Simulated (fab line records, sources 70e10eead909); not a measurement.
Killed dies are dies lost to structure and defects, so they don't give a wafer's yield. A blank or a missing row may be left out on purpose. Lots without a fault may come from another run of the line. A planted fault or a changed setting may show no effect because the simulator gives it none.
Chamber matching | flow nand_harc | NHARC_A_CHANNEL_FILL_D2_ETCHBACK_20 on rie_diel-13: 4 sister chambers
The step etches the open film in C4F8/O2/Ar, target depth 27 nm, time 13.5 s. 4 wafers are shown with their chamber, then 7 later ones without.

WAFERS WITH THEIR CHAMBER
wafer  | chamber | rf_vpp_V (V)
L460.1 | 3       | 982
L468.2 | 0       | 980
L477.1 | 2       | 969
L477.2 | 1       | 980

WAFERS WITHOUT THEIR CHAMBER
wafer  | rf_vpp_V (V)
L477.3 | 979
L480.2 | 981
L480.4 | 979
L480.6 | 981
L482.1 | 971
L482.2 | 979
L482.6 | 969

WHICH CHAMBER EACH WENT THROUGH
wafer  | from the rows above          | in truth
L477.3 | can't be placed: 0 or 1 or 3 | 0
L480.2 | can't be placed: 0 or 1 or 3 | 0
L480.4 | can't be placed: 0 or 1 or 3 | 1
L480.6 | can't be placed: 0 or 1 or 3 | 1
L482.1 | 2                            | 2
L482.2 | can't be placed: 0 or 1 or 3 | 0
L482.6 | 2                            | 2
Placed correctly: 2 of 7. Can't be placed from these rows: 5 (the true chamber is among the candidates in 5). Placed wrongly: 0.
How it was worked out, from the rows above alone: a wafer's distance from a chamber is the root of the sum, over the readings, of the square of ((its reading less the chamber's mean) divided by the reading's scatter). The wafer belongs to the nearest chamber; if the next one is less than 2 further off, it can't be placed. A chamber's mean is the mean of its shown wafers. The scatter: with one shown wafer a chamber, the root of the mean of the squares of how far each hidden wafer lies from its nearest shown one.
